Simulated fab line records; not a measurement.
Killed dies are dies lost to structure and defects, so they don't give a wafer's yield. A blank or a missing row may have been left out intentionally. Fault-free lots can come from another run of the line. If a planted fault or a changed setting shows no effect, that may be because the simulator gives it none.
Matching of chambers || flow nand-harc || rie-diel-13 running NHARC_P_ZERO_WELL_ETCH_65: 4 sister chambers
The step etches the open film in N2/H2, target depth 80 nm, overetch 24 nm, time 87.88 s. 18 wafers are shown with their chamber, then 9 later ones without.

WAFERS WITH THEIR CHAMBER
{"wafer": "L074.1", "chamber": 3, "drypump-motor-current-A (A)": 5.2, "showerhead-plenum-p-Torr (Torr)": 2.17, "rf-vpp-V (V)": 433}
{"wafer": "L074.2", "chamber": 0, "drypump-motor-current-A (A)": 6.3, "showerhead-plenum-p-Torr (Torr)": 1.95, "rf-vpp-V (V)": 429}
{"wafer": "L074.5", "chamber": 3, "drypump-motor-current-A (A)": 5.2, "showerhead-plenum-p-Torr (Torr)": 2.17, "rf-vpp-V (V)": 433}
{"wafer": "L076.2", "chamber": 1, "drypump-motor-current-A (A)": 6.2, "showerhead-plenum-p-Torr (Torr)": 2.21, "rf-vpp-V (V)": 435}
{"wafer": "L076.5", "chamber": 2, "drypump-motor-current-A (A)": 5.5, "showerhead-plenum-p-Torr (Torr)": 2.21, "rf-vpp-V (V)": 436}
{"wafer": "L076.6", "chamber": 3, "drypump-motor-current-A (A)": 5.2, "showerhead-plenum-p-Torr (Torr)": 2.17, "rf-vpp-V (V)": 434}
{"wafer": "L081.1", "chamber": 1, "drypump-motor-current-A (A)": 6.1, "showerhead-plenum-p-Torr (Torr)": 2.21, "rf-vpp-V (V)": 435}
{"wafer": "L081.4", "chamber": 3, "drypump-motor-current-A (A)": 5.2, "showerhead-plenum-p-Torr (Torr)": 2.16, "rf-vpp-V (V)": 434}
{"wafer": "L081.6", "chamber": 2, "drypump-motor-current-A (A)": 5.5, "showerhead-plenum-p-Torr (Torr)": 2.20, "rf-vpp-V (V)": 436}
{"wafer": "L083.2", "chamber": 1, "drypump-motor-current-A (A)": 6.1, "showerhead-plenum-p-Torr (Torr)": 2.21, "rf-vpp-V (V)": 435}
{"wafer": "L083.4", "chamber": 2, "drypump-motor-current-A (A)": 5.5, "showerhead-plenum-p-Torr (Torr)": 2.20, "rf-vpp-V (V)": 437}
{"wafer": "L083.5", "chamber": 2, "drypump-motor-current-A (A)": 5.5, "showerhead-plenum-p-Torr (Torr)": 2.20, "rf-vpp-V (V)": 435}
{"wafer": "L085.1", "chamber": 0, "drypump-motor-current-A (A)": 6.3, "showerhead-plenum-p-Torr (Torr)": 1.93, "rf-vpp-V (V)": 427}
{"wafer": "L085.5", "chamber": 0, "drypump-motor-current-A (A)": 6.3, "showerhead-plenum-p-Torr (Torr)": 1.93, "rf-vpp-V (V)": 428}
{"wafer": "L085.6", "chamber": 3, "drypump-motor-current-A (A)": 5.1, "showerhead-plenum-p-Torr (Torr)": 2.16, "rf-vpp-V (V)": 433}
{"wafer": "L086.1", "chamber": 0, "drypump-motor-current-A (A)": 6.3, "showerhead-plenum-p-Torr (Torr)": 1.93, "rf-vpp-V (V)": 427}
{"wafer": "L086.2", "chamber": 3, "drypump-motor-current-A (A)": 5.2, "showerhead-plenum-p-Torr (Torr)": 2.16, "rf-vpp-V (V)": 434}
{"wafer": "L086.4", "chamber": 1, "drypump-motor-current-A (A)": 6.1, "showerhead-plenum-p-Torr (Torr)": 2.20, "rf-vpp-V (V)": 433}

SIGNATURES (means of the wafers above)
{"reading": "drypump-motor-current-A", "chamber 0": 6.300, "chamber 1": 6.125, "chamber 2": 5.500, "chamber 3": 5.183, "scatter within a chamber": 0.0336}
{"reading": "showerhead-plenum-p-Torr", "chamber 0": 1.9350, "chamber 1": 2.2075, "chamber 2": 2.2025, "chamber 3": 2.1650, "scatter within a chamber": 0.00655}
{"reading": "rf-vpp-V", "chamber 0": 427.75, "chamber 1": 434.50, "chamber 2": 436.00, "chamber 3": 433.50, "scatter within a chamber": 0.813}
Rule: for each reading, subtract the chamber's mean from the wafer's reading, divide by that reading's scatter and square the result; add these up over the readings and take the root, which gives the wafer's distance from the chamber. If the next closest chamber is less than 2 further off than the closest, the wafer can't be placed; otherwise it belongs to the closest. The scatter: take each reading less its chamber's mean, square it, sum over the shown wafers, divide by the number of wafers less the number of chambers, and take the root.

WAFERS WITHOUT THEIR CHAMBER
{"wafer": "L087.2", "drypump-motor-current-A (A)": 5.2, "showerhead-plenum-p-Torr (Torr)": 2.16, "rf-vpp-V (V)": 434}
{"wafer": "L087.4", "drypump-motor-current-A (A)": 6.1, "showerhead-plenum-p-Torr (Torr)": 2.20, "rf-vpp-V (V)": 435}
{"wafer": "L087.6", "drypump-motor-current-A (A)": 6.3, "showerhead-plenum-p-Torr (Torr)": 1.93, "rf-vpp-V (V)": 427}
{"wafer": "L094.2", "drypump-motor-current-A (A)": 6.2, "showerhead-plenum-p-Torr (Torr)": 2.19, "rf-vpp-V (V)": 436}
{"wafer": "L094.5", "drypump-motor-current-A (A)": 5.5, "showerhead-plenum-p-Torr (Torr)": 2.19, "rf-vpp-V (V)": 436}
{"wafer": "L094.6", "drypump-motor-current-A (A)": 6.2, "showerhead-plenum-p-Torr (Torr)": 2.20, "rf-vpp-V (V)": 434}
{"wafer": "L095.2", "drypump-motor-current-A (A)": 5.5, "showerhead-plenum-p-Torr (Torr)": 2.19, "rf-vpp-V (V)": 434}
{"wafer": "L095.3", "drypump-motor-current-A (A)": 6.1, "showerhead-plenum-p-Torr (Torr)": 2.19, "rf-vpp-V (V)": 435}
{"wafer": "L095.6", "drypump-motor-current-A (A)": 6.1, "showerhead-plenum-p-Torr (Torr)": 2.19, "rf-vpp-V (V)": 435}

CHAMBER TAKEN BY EACH
{"wafer": "L087.2", "from the rows above": 3, "in truth": 3}
{"wafer": "L087.4", "from the rows above": 1, "in truth": 1}
{"wafer": "L087.6", "from the rows above": 0, "in truth": 0}
{"wafer": "L094.2", "from the rows above": 1, "in truth": 1}
{"wafer": "L094.5", "from the rows above": 2, "in truth": 2}
{"wafer": "L094.6", "from the rows above": 1, "in truth": 1}
{"wafer": "L095.2", "from the rows above": 2, "in truth": 2}
{"wafer": "L095.3", "from the rows above": 1, "in truth": 1}
{"wafer": "L095.6", "from the rows above": 1, "in truth": 1}
Correctly placed: 9 of 9. Not placeable from these rows: 0. 0 placed wrongly.
